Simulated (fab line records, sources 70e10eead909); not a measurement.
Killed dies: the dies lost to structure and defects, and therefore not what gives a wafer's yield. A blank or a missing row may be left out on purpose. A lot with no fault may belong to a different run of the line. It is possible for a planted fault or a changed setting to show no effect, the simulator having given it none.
fab line records	flow nandHarc
record: lots: 12	wafers: 36	lastDay: 26
route steps=1159 shown A_STAIRCASE@693 END@1159
lots that met no fault: from a run of the same line without faults
startH: start of the lot's first displayed wafer, in hours after the record's first day	waitH: hours since the lot's step before	" as in the row above	L1.1+2: one row covering several wafers at once	- no value present, or no start provided	* or withheld: withheld	< > ~ a bound
route shown NAME@n: NAME is a module with steps in the file, n the number in the route of the first one	usual: mean and standard deviation over wafers with no fault	same: alike in all rows	chamber/n: place in a boat	sites: readings site by site	_std_site: standard deviation across them	_edge_site: mean of outer sites minus mean of inner sites	radiusMm: how far each site lies from the wafer's centre	mask NAME#n: copy n	behind: the tool/chamber that last shaped the wafer	hold: why the lot went on hold/how many hours it stayed there/how the hold came to an end	device: whichever transistor did not switch (one of n, p or np)	end of line: the same wafers' tests at the end of the route	step lacking rows: just its recipe	killed: dies that structure and defects cost at the first sort, which is not the same as the wafer's yield	map: shows each die of a wafer: x if killed, . if not, _ if none is there
set.NAME: the run value of the setting; set.NAME@STEP: its run value at that earlier step	model.NAME: the simulator's own value behind a step, which no gauge read
the route's steps for a sample of lots (tables are steps, rows are wafers)
services: when a tool's chamber went out of use (startH, in hours from the record's first day, below 0 if earlier), for how many hours, and the reason
== steps ==
step: NHARC_A_STAIRCASE_STRIP_316
recipe: o2FlowSccm: 500	arFlowSccm: 0	biasW: 0	chemistry: O2
usual: drypumpMotorCurrentA: 5.5/0.42	oesProductAu: 1.002/0.0083	rfVppV: 57.9/0.86	showerheadPlenumPTorr: 3.52/0.15	throttleValvePct: 17.037/0.0098
lot.wafer	tool	chamber	startH	waitH	drypumpMotorCurrentA	oesProductAu	rfHoursCounterH	rfVppV	showerheadPlenumPTorr	throttleValvePct
L439.4	rieDiel-11	0	-	-	5.5	1.002	29	58.9	3.33	17.023
L439.1	"	1	"	"	5.7	0.999	27	58.5	3.57	17.032
L439.6	"	3	"	"	5.8	1.006	-	58.6	3.46	17.026
L440.1	rieDiel-09	2	-	-	5.3	0.989	7	58.4	3.56	17.058
L440.4	"	0	"	"	4.8	0.992	5	56.3	3.36	17.037
L440.5	"	2	"	"	5.3	0.995	-	59.1	3.56	17.032
L438.3	rieDiel-11	2	-	-	5.8	1.007	31	57.5	3.46	17.045
L438.1	"	3	"	"	5.7	1.007	31	57.8	3.45	17.036
L438.4	"	0	"	"	5.5	0.996	33	57.6	3.33	17.035
L441.4	rieDiel-09	3	-	-	5.3	1.008	-	57.2	3.55	17.035
L441.6	"	0	"	"	4.8	0.998	-	57.1	3.36	17.027
L441.5	"	1	"	"	5.4	1.003	-	57.3	3.80	17.034
L443.2	rieDiel-09	3	-	-	5.2	1.011	19	56.7	3.55	17.043
L443.3	"	0	"	"	4.8	0.988	17	57.6	3.35	17.026
L443.4	"	1	"	"	5.4	1.001	12	57.0	3.80	17.049
L444.4	rieDiel-11	1	-	-	5.7	1.013	42	60.0	3.56	17.028
L444.2	"	0	"	"	5.5	1.015	46	57.3	3.32	17.057
L444.6	"	1	"	"	5.7	0.998	-	58.4	3.56	17.034
L442.4	rieDiel-13	1	-	-	5.4	0.997	12	58.7	3.44	17.045
L442.2	"	2	"	"	5.7	1.016	11	55.9	3.33	17.032
L442.1	"	3	"	"	6.6	1.005	10	59.5	3.80	17.046
L450.2	rieDiel-11	3	-	-	5.8	1.001	50	57.5	3.44	17.035
L450.5	"	0	"	"	5.5	1.015	-	57.9	3.32	17.018
L450.6	"	1	"	"	5.7	1.009	-	57.5	3.56	17.043
L448.2	rieDiel-09	0	-	-	4.9	1.001	27	56.3	3.35	17.029
L448.4	"	1	"	"	5.4	0.999	20	58.6	3.80	17.040
L448.6	"	0	"	"	4.9	0.994	-	58.0	3.35	17.040
L449.4	rieDiel-13	2	-	-	5.7	1.010	21	57.6	3.32	17.046
L449.5	"	0	"	"	5.4	1.003	-	58.6	3.58	17.028
L449.6	"	1	"	"	5.3	0.999	-	58.5	3.44	17.044
L453.3	rieDiel-09	0	-	-	4.8	0.999	32	55.7	3.34	17.047
L453.1	"	2	"	"	5.3	0.999	34	59.8	3.54	17.035
L453.4	"	3	"	"	5.3	1.005	39	56.0	3.53	17.026
L454.2	rieDiel-09	1	-	-	5.4	0.987	32	58.9	3.79	17.050
L454.6	"	2	"	"	5.3	0.979	-	58.2	3.54	17.035
L454.5	"	3	"	"	5.2	0.996	-	58.8	3.53	17.028
step: NHARC_A_STAIRCASE_ETCHBACK_416
recipe: targetDepthA: 360	timeS: 7.2	c4f8FlowSccm: withheld	o2FlowSccm: 8	arFlowSccm: withheld	rfW: 600	biasW: 800	chemistry: C4F8/O2/Ar
usual: oesProductAu: 0.94/0.031	rfVppV: 723/4.5
lot.wafer	tool	chamber	startH	waitH	oesProductAu	rfHoursCounterH	rfVppV
L439.1	rieDiel-09	3	-	-	0.94	8	724
L439.6	"	1	"	"	0.92	-	730
L439.4	"	0	"	"	0.92	-	719
L440.4	rieDiel-11	1	-	-	0.94	31	725
L440.1	"	2	"	"	0.93	32	721
L440.5	"	1	"	"	0.93	-	724
L438.1	rieDiel-09	0	-	-	1.00	6	718
L438.3	"	1	"	"	1.00	6	731
L438.4	"	0	"	"	0.99	-	719
L441.4	rieDiel-13	3	-	-	0.99	1	730
L441.6	"	3	"	"	1.00	-	730
L441.5	"	0	"	"	1.01	-	724
L443.2	rieDiel-13	0	-	-	0.93	11	725
L443.4	"	2	"	"	0.94	11	718
L443.3	"	3	"	"	0.92	10	730
L444.4	rieDiel-11	0	-	-	0.94	46	718
L444.2	"	1	"	"	0.93	43	724
L444.6	"	2	"	"	0.94	-	721
L442.4	rieDiel-11	1	-	-	0.93	45	724
L442.1	"	2	"	"	0.94	47	722
L442.2	"	0	"	"	0.94	48	717
L450.2	rieDiel-09	1	-	-	0.91	21	731
L450.5	"	3	"	"	0.92	-	725
L450.6	"	0	"	"	0.92	-	719
L448.2	rieDiel-13	3	-	-	0.93	17	730
L448.4	"	1	"	"	0.92	18	720
L448.6	"	3	"	"	0.92	-	731
L449.4	rieDiel-11	1	-	-	0.92	53	724
L449.5	"	2	"	"	0.94	-	720
L449.6	"	3	"	"	0.93	-	721
L453.1	rieDiel-09	2	-	-	0.93	34	724
L453.4	"	3	"	"	0.93	40	724
L453.3	"	0	"	"	0.92	33	719
L454.2	rieDiel-09	3	-	-	0.94	41	723
L454.6	"	1	"	"	0.92	-	731
L454.5	"	2	"	"	0.91	-	724
step: NHARC_A_STAIRCASE_CMP_450
recipe: targetThkNm: 200	material: SiO2
usual: edgeZonePressureFrac: 1.000/0.0049	motorCurrentA: 12.0/1.3	padLifeWafers: 201/150
lot.wafer	tool	chamber	startH	waitH	edgeZonePressureFrac	motorCurrentA	padLifeWafers
L441.4	cmp-04	2	321.08	-	1.002	12.5	90
L441.5	"	2	"	"	1.003	12.9	-
L441.6	"	3	"	"	1.001	10.9	-
L439.1	cmp-02	2	321.37	-	0.997	9.7	540
L439.4	"	1	"	"	1.003	10.7	543
L439.6	"	2	"	"	0.998	10.1	-
L440.1	cmp-04	1	323.75	-	1.002	12.4	120
L440.4	"	0	"	"	0.997	10.5	123
L440.5	"	1	"	"	0.992	13.1	-
L438.4	cmp-02	2	324.03	-	1.002	9.9	565
L438.3	"	3	"	"	0.996	11.6	566
L438.1	"	0	"	"	1.007	13.9	567
L443.2	cmp-02	1	360.37	-	1.009	10.5	90
L443.3	"	2	"	"	0.995	10.1	91
L443.4	"	0	"	"	1.005	12.8	93
L444.2	cmp-02	1	362.88	-	1.001	10.7	108
L444.4	"	2	"	"	0.999	9.9	109
L444.6	"	2	"	"	1.001	10.2	-
L442.2	cmp-03	0	363.83	-	1.008	11.0	42
L442.1	"	1	"	"	1.003	12.8	43
L442.4	"	3	"	"	1.001	14.0	45
L448.2	cmp-02	1	373.85	-	1.003	10.7	175
L448.4	"	2	"	"	1.001	10.4	176
L448.6	"	1	"	"	1.004	11.1	-
L450.2	cmp-03	2	375.47	-	0.998	12.7	104
L450.6	"	0	"	"	1.003	11.2	-
L450.5	"	1	"	"	0.992	12.5	-
L449.4	cmp-02	0	390.95	-	0.998	14.4	236
L449.6	"	2	"	"	1.001	9.5	-
L449.5	"	3	"	"	1.001	11.8	-
L453.1	cmp-04	3	407.87	-	0.991	10.9	24
L453.3	"	0	"	"	0.996	10.6	25
L453.4	"	2	"	"	1.001	13.4	27
L454.2	cmp-04	3	408.15	-	0.996	11.1	36
L454.6	"	3	"	"	1.000	11.6	-
L454.5	"	0	"	"	1.009	10.4	-
step: NHARC_A_STAIRCASE_ETCHBACK_157
recipe: targetDepthA: 900	overEtchFrac: 0.3	timeS: 167.14	ionEnergyEv: 120	ch3fFlowSccm: 50	o2FlowSccm: 30	arFlowSccm: 200	rfW: 500	biasW: 100	chemistry: CH3F/O2
usual: drypumpMotorCurrentA: 5.4/0.35	oesProductAu: 0.983/0.029	rfVppV: 244.4/1.6	showerheadPlenumPTorr: 2.45/0.11	throttleValvePct: 20.664/0.0092
lot.wafer	tool	chamber	startH	waitH	drypumpMotorCurrentA	oesProductAu	rfHoursCounterH	rfVppV	showerheadPlenumPTorr	throttleValvePct
L441.4	rieDiel-13	2	322.12	0.3	5.7	1.017	14	243.4	2.31	20.658
L441.5	"	1	"	"	5.3	1.006	-	242.4	2.40	20.652
L441.6	"	2	"	"	5.7	1.005	-	242.4	2.31	20.665
L439.4	rieDiel-09	2	322.33	0.2	5.3	0.986	20	244.8	2.48	20.671
L439.1	"	3	"	"	5.3	0.999	26	245.3	2.47	20.653
L439.6	"	2	"	"	5.3	0.993	-	245.3	2.48	20.666
L440.4	rieDiel-11	0	324.64	0.1	5.5	0.977	49	243.6	2.31	20.663
L440.1	"	1	"	"	5.7	0.972	46	245.0	2.48	20.666
L440.5	"	0	"	"	5.5	0.974	-	242.0	2.31	20.670
L438.3	rieDiel-09	0	324.94	0.1	4.8	0.998	25	241.9	2.33	20.654
L438.1	"	1	"	"	5.4	0.991	18	246.8	2.65	20.657
L438.4	"	2	"	"	5.3	0.994	21	244.1	2.47	20.668
L443.2	rieDiel-09	2	361.78	0.4	5.3	0.915	32	245.5	2.47	20.665
L443.3	"	3	"	"	5.3	0.929	38	244.6	2.46	20.663
L443.4	"	3	"	"	5.3	0.931	-	243.0	2.46	20.668
L444.2	rieDiel-09	3	363.85	0.2	5.2	0.977	39	243.7	2.46	20.671
L444.4	"	1	"	"	5.4	0.967	-	248.8	2.65	20.671
L444.6	"	2	"	"	5.3	0.977	-	244.5	2.47	20.659
L442.2	rieDiel-13	2	364.74	0.2	5.7	1.012	28	242.5	2.31	20.677
L442.1	"	0	"	"	5.4	1.002	28	244.5	2.49	20.651
L442.4	"	1	"	"	5.3	0.998	29	240.6	2.39	20.657
L448.4	rieDiel-09	2	374.74	0.1	5.3	0.963	39	245.4	2.47	20.678
L448.2	"	0	"	"	4.8	0.973	36	242.0	2.32	20.643
L448.6	"	2	"	"	5.3	0.960	-	244.9	2.47	20.671
L450.2	rieDiel-09	0	376.39	0.2	4.9	0.918	37	243.8	2.32	20.649
L450.5	"	2	"	"	5.3	0.917	-	245.3	2.47	20.672
L450.6	"	3	"	"	5.2	0.923	-	243.0	2.46	20.675
L449.4	rieDiel-09	0	391.84	0.1	4.8	0.802	43	242.5	2.32	20.670
L449.5	"	3	"	"	5.2	1.006	-	244.2	2.46	20.651
L449.6	"	0	"	"	4.8	0.803	-	241.7	2.32	20.662
L453.4	rieDiel-11	0	408.76	0.2	5.5	1.005	12	242.9	2.30	20.671
L453.3	"	2	"	"	5.8	1.007	10	244.2	2.39	20.670
L453.1	"	3	"	"	5.7	1.003	11	243.2	2.39	20.659
L454.2	rieDiel-11	0	409.08	0.2	5.5	1.002	12	243.7	2.30	20.656
L454.5	"	2	"	"	5.7	0.998	-	243.3	2.39	20.660
L454.6	"	3	"	"	5.8	1.004	-	244.2	2.39	20.675
step: NHARC_END_SORT_01
recipe: tempC: 25
usual: killedAtArray: 28/11	killedAtOther: 0.9/1.2	killedAtPeriphery: 2.6/2.1	killedDies: 31/11	killedOpen: 3.1/1.7	killedShort: 1.9/1.3
same: grossDies: 677
lot.wafer	tool	chamber	startH	waitH	killedAtArray	killedAtOther	killedAtPeriphery	killedDies	killedOpen	killedShort
L449.4	prober-01	0	603.90	3.4	668	5	4	677	5	4
L449.5	prober-01	0	604.71	3.7	27	1	4	32	2	0
L449.6	prober-01	0	605.52	4.0	667	3	7	677	3	2
killed by level:class
L449.4 A_STAIRCASE:areaEtchback=635 A_CHANNEL_HOLE_D1:chamberFilmFlake=18 A_M1:chamberFilmFlake=6 A_WL_FILL:geometricParticle:short=3 THIN_TSV:chamberFilmFlake=3 A_ONON_D1:geometricParticle:open=2 P_M1:chamberFilmFlake=2 A_STAIRCASE:chamberFilmFlake=2
L449.5 A_CHANNEL_HOLE_D1:chamberFilmFlake=18 P_M1:chamberFilmFlake=3 A_M1:chamberFilmFlake=3 A_CONTACT:chamberFilmFlake=2 A_SGD_CUT:geometricParticle:open=1 A_WL_FILL:geometricParticle:open=1 P_ZERO_WELL:chamberFilmFlake=1 A_ZERO_WELL:chamberFilmFlake=1
L449.6 A_STAIRCASE:areaEtchback=645 A_CHANNEL_HOLE_D1:chamberFilmFlake=15 P_M1:chamberFilmFlake=5 THIN_TSV:chamberFilmFlake=3 A_M1:chamberFilmFlake=2 P_M0:geometricParticle:short=1 P_M1:geometricParticle:open=1 A_ONON_D1:geometricParticle:open=1
== services ==
tool	chamber	startH	hours	kind
rieDiel-09	-	254.15	9.0	pm
rieDiel-09	0	254.15	9.0	ventCycle
rieDiel-09	1	254.15	9.0	ventCycle
rieDiel-09	2	254.15	9.0	ventCycle
rieDiel-09	3	254.15	9.0	ventCycle
rieDiel-09	0	263.15	-	clean
rieDiel-09	1	263.15	-	clean
cmp-03	-	263.44	2.8	repair
rieDiel-13	-	276.20	9.0	pm
rieDiel-09	1	290.16	10.6	repair
cmp-04	-	301.00	4.0	pm
cmp-02	-	305.59	0.8	repair
cmp-02	-	324.50	4.0	pm
cmp-04	-	340.62	2.0	repair
cmp-03	-	343.68	1.7	repair
cmp-02	-	346.26	1.5	repair
rieDiel-09	-	350.67	2.0	repair
cmp-03	-	352.00	4.0	pm
rieDiel-11	-	366.68	9.0	pm
cmp-02	-	391.66	2.3	repair
rieDiel-13	2	394.58	8.5	repair
cmp-04	-	399.00	4.0	pm
cmp-03	-	400.19	0.3	repair
cmp-04	-	408.57	11.5	repair
== key ==
firstSign: step: NHARC_A_STAIRCASE_ETCHBACK_157	reading: oesProductAu	direction: down	sigmas: 6.3	usual: 0.983	struck: 0.803
effect: step: NHARC_END_SORT_01	reading: killedDies	direction: up	sigmas: 60	usual: 31	struck: 677
moreKillsBornAt: NHARC_A_STAIRCASE_ETCHBACK_157@rieDiel-09: 1280
metAt NHARC_A_STAIRCASE_ETCHBACK_157
struckLots L449
struckWafers L449.4,L449.6
laterRowsLeftOut L449.4,L449.6
testerLeftOut L449
notActingAt NHARC_A_STAIRCASE_STRIP_316,NHARC_A_STAIRCASE_ETCHBACK_416,NHARC_A_STAIRCASE_CMP_450
onsetBetween 376.39 391.84
fault: kind: processParameterDrift	tool: rieDiel-09	chamber: 0	onsetH: 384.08	steps: NHARC_A_STAIRCASE_ETCHBACK_157	channel: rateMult	offset: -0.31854	shape: step	endH: 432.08
testerLeftOut: of these lots the tester's yield and bins aren't shown, on N5 and GAA mostly nor the transistor test; their killed dies are dies lost to structure and defects alone, not to doping, threshold or leakage, so they don't give the yield
laterRowsLeftOut: the simulator's readings of these wafers behind a module that went badly wrong aren't trusted and aren't shown, but for the sort
